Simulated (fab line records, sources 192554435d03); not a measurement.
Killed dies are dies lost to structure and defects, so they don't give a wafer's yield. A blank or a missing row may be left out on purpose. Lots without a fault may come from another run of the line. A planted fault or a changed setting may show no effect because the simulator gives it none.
Split-lot experiment | flow n5_finfet | 7 lots, 39 wafers read, on a route of 1938 steps

THE SPLIT
At N5_BEOL_M6_ILD_DEP_00 (deposits SiCOH lowk from DEMS/porogen, target thk 179.75 nm, time 33.4 s), the setting time_s was moved away from the recipe's 33.4 s on 12 of the 39 wafers read, by -57.2% to -30.1%. The other wafers ran this setting at the recipe's value.

FROM THE SPLIT TO THE READING: what the file shows between them, 1 step
- N5_BEOL_M6_CURE_74: cures SiCOH lowk, time 240 s

THE READING
M6_ILD_THK, in nm, at N5_BEOL_M6_THK_MEAS_01. Fault-free wafers of this fab line usually give 154.9 nm, standard deviation 1.9 nm.

wafer  | tool, chamber at the split | time_s as run, s | against the recipe | M6_ILD_THK, nm | against lot-mates on the recipe
L080.1 | pecvd-01, 1                | 33.4             | recipe             | 152.4          | -
L080.2 | pecvd-01, 2                | 33.4             | recipe             | 154.6          | -
L080.3 | pecvd-01, 0                | 33.4             | recipe             | 152.3          | -
L080.4 | pecvd-01, 0                | 14.31            | -57.2%             | 66.8           | -86.3
L080.5 | pecvd-01, 1                | 14.31            | -57.2%             | 68.0           | -85.1
L080.6 | pecvd-01, 2                | 14.31            | -57.2%             | 67.1           | -86.0
L082.1 | pecvd-01, 2                | 33.4             | recipe             | 153.1          | -
L082.2 | pecvd-01, 0                | 33.4             | recipe             | 155.2          | -
L082.3 | pecvd-01, 2                | 33.4             | recipe             | 156.1          | -
L082.4 | pecvd-01, 0                | 33.4             | recipe             | 155.6          | -
L082.5 | pecvd-01, 2                | 33.4             | recipe             | 157.6          | -
L082.6 | pecvd-01, 0                | 33.4             | recipe             | 154.8          | -
L081.1 | pecvd-03, 2                | 33.4             | recipe             | 154.1          | -
L081.2 | pecvd-03, 0                | 33.4             | recipe             | 152.9          | -
L081.3 | pecvd-03, 1                | 18.99            | -43.1%             | 87.2           | -66.8
L081.4 | pecvd-03, 1                | 33.4             | recipe             | 155.0          | -
L081.5 | pecvd-03, 2                | 18.99            | -43.1%             | 90.8           | -63.2
L081.6 | pecvd-03, 0                | 18.99            | -43.1%             | 88.4           | -65.6
L084.1 | pecvd-01, 1                | 19.93            | -40.3%             | 93.7           | -62.7
L084.2 | pecvd-01, 2                | 33.4             | recipe             | 155.1          | -
L084.3 | pecvd-01, 0                | 19.93            | -40.3%             | 91.4           | -65.0
L084.4 | pecvd-01, 2                | 33.4             | recipe             | 157.1          | -
L084.5 | pecvd-01, 0                | 19.93            | -40.3%             | 93.0           | -63.4
L084.6 | pecvd-01, 1                | 33.4             | recipe             | 156.9          | -
L087.1 | pecvd-01, 2                | 23.34            | -30.1%             | 109.8          | -46.2
L087.2 | pecvd-01, 0                | 23.34            | -30.1%             | 108.3          | -47.7
L087.3 | pecvd-01, 1                | 23.34            | -30.1%             | 109.1          | -46.9
L087.4 | pecvd-01, 1                | 33.4             | recipe             | 155.7          | -
L087.5 | pecvd-01, 2                | 33.4             | recipe             | 156.4          | -
L087.6 | pecvd-01, 0                | 33.4             | recipe             | 156.0          | -
L088.1 | pecvd-04, 0                | 33.4             | recipe             | 154.7          | -
L088.5 | pecvd-04, 0                | 33.4             | recipe             | 155.6          | -
L088.6 | pecvd-04, 0                | 33.4             | recipe             | 156.5          | -
L090.1 | pecvd-01, 0                | 33.4             | recipe             | 154.1          | -
L090.2 | pecvd-01, 1                | 33.4             | recipe             | 156.2          | -
L090.3 | pecvd-01, 2                | 33.4             | recipe             | 157.5          | -
L090.4 | pecvd-01, 1                | 33.4             | recipe             | 157.2          | -
L090.5 | pecvd-01, 0                | 33.4             | recipe             | 154.1          | -
L090.6 | pecvd-01, 2                | 33.4             | recipe             | 159.2          | -

THE FIT
A straight line over all 39 wafers: M6_ILD_THK changes by +1.54 nm for each +1% of time_s; r = +1.00; the points scatter about the line by 1.5 nm.
The same after taking each lot's own level away (the mean of its wafers on the recipe; 39 wafers): +1.52 nm for each +1%; r = +1.00; scatter 1.4 nm.
On that fit, the largest move of time_s shifts the reading by 87 nm.
The lots' own levels span 153.10 to 156.38 nm, that is 1.7 times the standard deviation above.
So the lot-to-lot level changes the slope little: the two slopes agree.
Check: with one of the wafers moved furthest among these (-57.2%) left out of the fit, the line predicts -87.4 nm for it against its lot-mates. It came out at -86.3 nm against them.

OTHER SPLITS ON THESE WAFERS
These wafers also went through other splits before the reading. Each is held against what the fit with the lots' levels taken away leaves over:
other split on the same wafers     | wafers away from the commonest value | r with M6_ILD_THK (lot level and that fit taken away)
N5_FIN_SAQP_ETCH_65 time_s         | 9                                    | -0.05
N5_BEOL_M1_ILD_DEP_00 target_thk_a | 9                                    | +0.02
N5_BEOL_M2_DESCUM_33 time_s        | 9                                    | +0.23
N5_BEOL_M4_DESCUM_33 time_s        | 15                                   | +0.03

THE WHOLE CHAIN: every reading that the file lists as answering this split, in the file's order
step                   | what it does                                                             | reading                                                                                  | change (the file's fit)              | r (the file's)
N5_BEOL_M6_ILD_DEP_00  | deposits SiCOH lowk from DEMS/porogen, target thk 179.75 nm, time 33.4 s | SiCOH_lowk_of_BEOL_M6_ILD_DEP_00.thk_nm (the simulator's own value, which no gauge read) | +1.76 nm for each +1% of the setting | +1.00
N5_BEOL_M6_CURE_74     | cures SiCOH lowk, time 240 s                                             | SiCOH_lowk_of_BEOL_M6_ILD_DEP_00.thk_nm (the simulator's own value, which no gauge read) | +1.53 nm for each +1% of the setting | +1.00
N5_BEOL_M6_THK_MEAS_01 |                                                                          | M6_ILD_THK                                                                               | +1.53 for each +1% of the setting    | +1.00

THE FILE'S OWN FIT
M6_ILD_THK changes by +1.53 nm for each +1% of time_s, r = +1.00.
